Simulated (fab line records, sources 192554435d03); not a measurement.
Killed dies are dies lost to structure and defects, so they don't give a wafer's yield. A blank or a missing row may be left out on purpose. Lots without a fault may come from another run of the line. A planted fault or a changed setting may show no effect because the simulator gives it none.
Chamber matching | flow n5_finfet | N5_MOL_CONTACT_COAG_ALD_133 on ald_sin-04: 4 sister chambers
The step deposits SiO2, target thk 5 nm, pulse time 1 s, co reactant pulse time 1 s. 4 wafers are shown with their chamber, then 9 later ones without.

WAFERS WITH THEIR CHAMBER
wafer  | chamber | heater_power_w (W)
L083.5 | 3       | 68
L086.6 | 1       | 87
L089.4 | 2       | 82
L089.6 | 0       | 83

WAFERS WITHOUT THEIR CHAMBER
wafer  | heater_power_w (W)
L090.2 | 81
L090.3 | 88
L090.6 | 81
L093.1 | 90
L093.5 | 84
L093.6 | 70
L097.3 | 87
L097.4 | 70
L097.6 | 83

WHICH CHAMBER EACH WENT THROUGH
wafer  | from the rows above          | in truth
L090.2 | can't be placed: 2 or 0      | 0
L090.3 | 1                            | 1
L090.6 | can't be placed: 2 or 0      | 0
L093.1 | 1                            | 1
L093.5 | can't be placed: 0 or 2 or 1 | 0
L093.6 | 3                            | 3
L097.3 | 1                            | 1
L097.4 | 3                            | 3
L097.6 | can't be placed: 0 or 2      | 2
Placed correctly: 5 of 9. Can't be placed from these rows: 4 (the true chamber is among the candidates in 4). Placed wrongly: 0.
How it was worked out, from the rows above alone: a wafer's distance from a chamber is the root of the sum, over the readings, of the square of ((its reading less the chamber's mean) divided by the reading's scatter). The wafer belongs to the nearest chamber; if the next one is less than 2 further off, it can't be placed. A chamber's mean is the mean of its shown wafers. The scatter: with one shown wafer a chamber, the root of the mean of the squares of how far each hidden wafer lies from its nearest shown one.
